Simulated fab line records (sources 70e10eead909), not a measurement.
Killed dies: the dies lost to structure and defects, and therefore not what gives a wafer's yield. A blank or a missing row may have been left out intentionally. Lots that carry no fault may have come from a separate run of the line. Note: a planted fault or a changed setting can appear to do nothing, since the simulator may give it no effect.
Which of the tools did it? / flow nandHarc / 12 lots, 36 wafers sampled, at 6 steps of a route of 1159

== WHAT EACH GAUGE READ, for each wafer ==
NHARC_P_BONDPAD_THK_MEAS_20: measures by xrf.
lot=L941; measured=day 6 16:47; on=filmMetro-01; thkNm (nm)=158.6 160.6 162.0
lot=L943; measured=day 7 06:03; on=filmMetro-01; thkNm (nm)=162.9 161.3 161.9
lot=L942; measured=day 7 06:51; on=filmMetro-01; thkNm (nm)=161.1 161.8 161.3
lot=L945; measured=day 7 16:35; on=filmMetro-02; thkNm (nm)=159.0 158.8 158.0
lot=L946; measured=day 8 12:04; on=filmMetro-02; thkNm (nm)=160.2 161.2 160.7
lot=L948; measured=day 8 13:03; on=filmMetro-02; thkNm (nm)=161.0 158.1 157.6
lot=L947; measured=day 8 13:31; on=filmMetro-02; thkNm (nm)=160.7 159.5 159.4
lot=L951; measured=day 9 14:37; on=filmMetro-02; thkNm (nm)=162.4 158.1 159.3
lot=L952; measured=day 9 15:32; on=filmMetro-02; thkNm (nm)=160.7 160.8 160.7
lot=L958; measured=day 11 11:35; on=filmMetro-01; thkNm (nm)=159.5 159.8 160.9
lot=L960; measured=day 11 14:29; on=filmMetro-02; thkNm (nm)=160.7 159.5 160.0
lot=L963; measured=day 11 21:55; on=filmMetro-02; thkNm (nm)=159.3 161.1 160.3

NHARC_P_BONDPAD_INSPECT_23.
lot=L941; measured=day 6 17:01; on=defectInspect-01; rawDefectCount=268 348 243
lot=L943; measured=day 7 06:17; on=defectInspect-02; rawDefectCount=366 558 417
lot=L942; measured=day 7 07:05; on=defectInspect-02; rawDefectCount=570 322 299
lot=L945; measured=day 7 16:49; on=defectInspect-02; rawDefectCount=570 536 260
lot=L946; measured=day 8 12:16; on=defectInspect-01; rawDefectCount=211 304 270
lot=L948; measured=day 8 13:17; on=defectInspect-01; rawDefectCount=364 416 315
lot=L947; measured=day 8 13:43; on=defectInspect-01; rawDefectCount=680 874 618 674 900 630
lot=L951; measured=day 9 14:50; on=defectInspect-01; rawDefectCount=766 962 1044 784 975 1061
lot=L952; measured=day 9 15:45; on=defectInspect-01; rawDefectCount=171 168 249
lot=L958; measured=day 11 11:49; on=defectInspect-01; rawDefectCount=333 221 429
lot=L960; measured=day 11 14:42; on=defectInspect-02; rawDefectCount=216 279 314
lot=L963; measured=day 11 22:09; on=defectInspect-01; rawDefectCount=383 349 596

NHARC_END_SORT_01.
lot=L943; measured=day 19 13:36; on=prober-02; defectLimitedYield (%)=97.8 98.1 97.6; killedAtArray=15 12 14; killedAtOther=0 0 0; killedAtPeriphery=0 1 2; killedDies=15 13 16; killedOpen=3 1 2; killedShort=2 2 3; sort_bin_2_pct (%)=0.7 0.6 0.6; sort_bin_3_pct (%)=0 0.15 0; sort_bin_4_pct (%)=1.5 1.2 1.8; sortNPass=662 664 661; sortRimYieldPct (%)=98.1 98.1 99.1; sortYieldPct (%)=97.8 98.1 97.6
lot=L942; measured=day 20 06:02; on=prober-01; defectLimitedYield (%)=94.5 95.3 92.8; killedAtArray=35 29 48; killedAtOther=0 0 0; killedAtPeriphery=2 3 1; killedDies=37 32 49; killedOpen=2 4 3; killedShort=0 2 2; sort_bin_2_pct (%)=1.9 1.3 2.2; sort_bin_3_pct (%)=0.59 0.15 0.30; sort_bin_4_pct (%)=3.0 3.2 4.7; sortNPass=640 645 628; sortRimYieldPct (%)=99.1 95.3 99.1; sortYieldPct (%)=94.5 95.3 92.8
lot=L945; measured=day 19 13:35; on=prober-01; defectLimitedYield (%)=97.6 97.3 98.5; killedAtArray=11 16 7; killedAtOther=0 0 0; killedAtPeriphery=5 2 3; killedDies=16 18 10; killedOpen=3 3 1; killedShort=2 2 4; sort_bin_2_pct (%)=0.4 1.0 0.3; sort_bin_3_pct (%)=0.30 0.15 0; sort_bin_4_pct (%)=1.6 1.5 1.2; sortNPass=661 659 667; sortRimYieldPct (%)=97.2 98.1 99.1; sortYieldPct (%)=97.6 97.3 98.5
lot=L947; measured=day 22 01:41; on=prober-01; defectLimitedYield (%)=49.0 49.0 50.4; killedAtArray=27 26 29; killedAtOther=0 0 0; killedAtPeriphery=318 319 307; killedDies=345 345 336; killedOpen=0 3 1; killedShort=0 2 2; sort_bin_2_pct (%)=19.2 18.5 16.2; sort_bin_3_pct (%)=3.69 3.99 2.95; sort_bin_4_pct (%)=28.1 28.5 30.4; sortNPass=332 332 341; sortRimYieldPct (%)=47.2 50.9 51.9; sortYieldPct (%)=49.0 49.0 50.4
lot=L951; measured=day 22 13:43; on=prober-02; defectLimitedYield (%)=47.4 50.5 49.9; killedAtArray=40 36 34; killedAtOther=0 0 0; killedAtPeriphery=316 299 305; killedDies=356 335 339; killedOpen=3 3 2; killedShort=1 0 3; sort_bin_2_pct (%)=17.1 16.4 17.3; sort_bin_3_pct (%)=4.28 3.84 3.10; sort_bin_4_pct (%)=31.2 29.2 29.7; sortNPass=321 342 338; sortRimYieldPct (%)=50.9 52.8 60.4; sortYieldPct (%)=47.4 50.5 49.9
lot=L960; measured=day 24 00:21; on=prober-01; defectLimitedYield (%)=92.8 94.2 95.4; killedAtArray=42 36 26; killedAtOther=0 0 1; killedAtPeriphery=7 3 4; killedDies=49 39 31; killedOpen=6 4 6; killedShort=3 0 1; sort_bin_2_pct (%)=3.2 1.2 0.6; sort_bin_3_pct (%)=0.30 0.30 0; sort_bin_4_pct (%)=3.7 4.3 4.0; sortNPass=628 638 646; sortRimYieldPct (%)=96.2 96.2 96.2; sortYieldPct (%)=92.8 94.2 95.4

== WHICH TOOL RAN EACH LOT (tool, then ch and the chambers of the sampled wafers, then the start) ==
lot=L941; NHARC_P_BONDPAD_DEGAS_25=pvdSputter-02, day 6 15:22; NHARC_P_BONDPAD_ANNEAL_28=rtpAnneal-02 ch 0, day 6 16:07; NHARC_P_BONDPAD_CMP_19=cmp-04 ch 0,2,3, day 6 16:27
lot=L943; NHARC_P_BONDPAD_DEGAS_25=pvdSputter-03, day 7 04:37; NHARC_P_BONDPAD_ANNEAL_28=rtpAnneal-01 ch 0, day 7 05:23; NHARC_P_BONDPAD_CMP_19=cmp-03 ch 1,2,3, day 7 05:47
lot=L942; NHARC_P_BONDPAD_DEGAS_25=pvdSputter-03, day 7 05:22; NHARC_P_BONDPAD_ANNEAL_28=rtpAnneal-01 ch 0, day 7 06:14; NHARC_P_BONDPAD_CMP_19=cmp-03 ch 0,1,2, day 7 06:34
lot=L945; NHARC_P_BONDPAD_DEGAS_25=pvdSputter-03, day 7 15:11; NHARC_P_BONDPAD_ANNEAL_28=rtpAnneal-02 ch 0, day 7 15:56; NHARC_P_BONDPAD_CMP_19=cmp-03 ch 0,2,3, day 7 16:18
lot=L946; NHARC_P_BONDPAD_DEGAS_25=pvdSputter-02, day 8 10:38; NHARC_P_BONDPAD_ANNEAL_28=rtpAnneal-02 ch 0, day 8 11:26; NHARC_P_BONDPAD_CMP_19=cmp-03 ch 2,3, day 8 11:46
lot=L948; NHARC_P_BONDPAD_DEGAS_25=pvdSputter-01, day 8 11:38; NHARC_P_BONDPAD_ANNEAL_28=rtpAnneal-01 ch 0, day 8 12:23; NHARC_P_BONDPAD_CMP_19=cmp-03 ch 1,2,3, day 8 12:47
lot=L947; NHARC_P_BONDPAD_DEGAS_25=pvdSputter-03, day 8 12:07; NHARC_P_BONDPAD_ANNEAL_28=rtpAnneal-01 ch 0, day 8 12:51; NHARC_P_BONDPAD_CMP_19=cmp-03 ch 0,3, day 8 13:14
lot=L951; NHARC_P_BONDPAD_DEGAS_25=pvdSputter-03, day 9 13:11; NHARC_P_BONDPAD_ANNEAL_28=rtpAnneal-02 ch 0, day 9 14:00; NHARC_P_BONDPAD_CMP_19=cmp-03 ch 0,2,3, day 9 14:22
lot=L952; NHARC_P_BONDPAD_DEGAS_25=pvdSputter-02, day 9 14:08; NHARC_P_BONDPAD_ANNEAL_28=rtpAnneal-01 ch 0, day 9 14:55; NHARC_P_BONDPAD_CMP_19=cmp-04 ch 1,2,3, day 9 15:18
lot=L958; NHARC_P_BONDPAD_DEGAS_25=pvdSputter-03, day 11 09:56; NHARC_P_BONDPAD_ANNEAL_28=rtpAnneal-01 ch 0, day 11 10:56; NHARC_P_BONDPAD_CMP_19=cmp-04 ch 0,1,2, day 11 11:22
lot=L960; NHARC_P_BONDPAD_DEGAS_25=pvdSputter-01, day 11 13:04; NHARC_P_BONDPAD_ANNEAL_28=rtpAnneal-02 ch 0, day 11 13:52; NHARC_P_BONDPAD_CMP_19=cmp-02 ch 2,3, day 11 14:11
lot=L963; NHARC_P_BONDPAD_DEGAS_25=pvdSputter-01, day 11 20:27; NHARC_P_BONDPAD_ANNEAL_28=rtpAnneal-01 ch 0, day 11 21:21; NHARC_P_BONDPAD_CMP_19=cmp-03 ch 0,1,3, day 11 21:39
- NHARC_P_BONDPAD_DEGAS_25: time 60 s.
- NHARC_P_BONDPAD_ANNEAL_28: time 90 s.
- NHARC_P_BONDPAD_CMP_19: polishes, t overpolish 30 s, cu recess touch 16 s, target thk 160.81 nm.

== WHAT THE TOOLS THEMSELVES READ (means of the sampled wafers that have a number; where no wafer has one, the mark that the record gives instead) ==
NHARC_P_BONDPAD_DEGAS_25.
lot=L941; tool=pvdSputter-02; heaterPowerW (W)=519
lot=L943; tool=pvdSputter-03; heaterPowerW (W)=437
lot=L942; tool=pvdSputter-03; heaterPowerW (W)=435
lot=L945; tool=pvdSputter-03; heaterPowerW (W)=414
lot=L946; tool=pvdSputter-02; heaterPowerW (W)=497
lot=L948; tool=pvdSputter-01; heaterPowerW (W)=419
lot=L947; tool=pvdSputter-03; heaterPowerW (W)=458
lot=L951; tool=pvdSputter-03; heaterPowerW (W)=407
lot=L952; tool=pvdSputter-02; heaterPowerW (W)=523
lot=L958; tool=pvdSputter-03; heaterPowerW (W)=406
lot=L960; tool=pvdSputter-01; heaterPowerW (W)=450
lot=L963; tool=pvdSputter-01; heaterPowerW (W)=435

NHARC_P_BONDPAD_ANNEAL_28.
lot=L941 tool=rtpAnneal-02 annealTempCMax=226.6 wafer_temp_C_max=226.6
lot=L943 tool=rtpAnneal-01 annealTempCMax=225.8 wafer_temp_C_max=226.2
lot=L942 tool=rtpAnneal-01 annealTempCMax=226.2 wafer_temp_C_max=226.0
lot=L945 tool=rtpAnneal-02 annealTempCMax=226.6 wafer_temp_C_max=227.0
lot=L946 tool=rtpAnneal-02 annealTempCMax=226.7 wafer_temp_C_max=226.9
lot=L948 tool=rtpAnneal-01 annealTempCMax=225.9 wafer_temp_C_max=226.6
lot=L947 tool=rtpAnneal-01 annealTempCMax=226.0 wafer_temp_C_max=226.7
lot=L951 tool=rtpAnneal-02 annealTempCMax=226.8 wafer_temp_C_max=226.7
lot=L952 tool=rtpAnneal-01 annealTempCMax=226.1 wafer_temp_C_max=226.6
lot=L958 tool=rtpAnneal-01 annealTempCMax=226.0 wafer_temp_C_max=226.4
lot=L960 tool=rtpAnneal-02 annealTempCMax=226.6 wafer_temp_C_max=227.2
lot=L963 tool=rtpAnneal-01 annealTempCMax=226.2 wafer_temp_C_max=226.3

NHARC_P_BONDPAD_CMP_19.
lot=L941; tool=cmp-04; motorCurrentA (A)=10.8; overpolishRunS (s)=30.005
lot=L943; tool=cmp-03; motorCurrentA (A)=12.3; overpolishRunS (s)=29.998
lot=L942; tool=cmp-03; motorCurrentA (A)=13.0; overpolishRunS (s)=30.003
lot=L945; tool=cmp-03; motorCurrentA (A)=13.1; overpolishRunS (s)=30.001
lot=L946; tool=cmp-03; motorCurrentA (A)=12.6; overpolishRunS (s)=30.002
lot=L948; tool=cmp-03; motorCurrentA (A)=13.0; overpolishRunS (s)=30.008
lot=L947; tool=cmp-03; motorCurrentA (A)=13.8; overpolishRunS (s)=29.998
lot=L951; tool=cmp-03; motorCurrentA (A)=12.9; overpolishRunS (s)=29.991
lot=L952; tool=cmp-04; motorCurrentA (A)=11.0; overpolishRunS (s)=30.008
lot=L958; tool=cmp-04; motorCurrentA (A)=10.7; overpolishRunS (s)=30.002
lot=L960; tool=cmp-02; motorCurrentA (A)=11.7; overpolishRunS (s)=30.014
lot=L963; tool=cmp-03; motorCurrentA (A)=12.9; overpolishRunS (s)=29.995

== THE ANSWER, worked out from the rows above alone ==
Rule: what is usual is taken from the lots themselves. Put in order of their means at a reading, lots are off if they are a third of the lots or fewer, leave a main group of 4 or more, and stand apart from it by a gap of 3 or more times the standard deviation of the main group's means; of several such gaps the widest counts. A main group is skipped when, at the precision printed for the reading in the tables above, its means are all equal. Also off: a lot with no number at a reading for which 4 or more lots have one. Where the step has rows for the other lots, those lots are counted as sound. The gauges are gone through in route order, then the tools' own readings, and for those a lot's mean is taken as printed above. The first step at which some lot is off is used, and at that step the reading that is off furthest; a lot without a number counts as furthest.
Off: L947, L951, at NHARC_P_BONDPAD_INSPECT_23 (rawDefectCount). The main group: mean 345, standard deviation 86.
A tool fits if, at a process step before that reading, it ran every lot that is off, and no sound lot after the first of them. Not tried: the gauges at NHARC_P_BONDPAD_INSPECT_23; whatever is off there is also off at NHARC_END_SORT_01, on other tools, and gauge error can't account for it. None of those tried fits.

== WHAT HAD BEEN PUT IN BY THE SIMULATOR ==
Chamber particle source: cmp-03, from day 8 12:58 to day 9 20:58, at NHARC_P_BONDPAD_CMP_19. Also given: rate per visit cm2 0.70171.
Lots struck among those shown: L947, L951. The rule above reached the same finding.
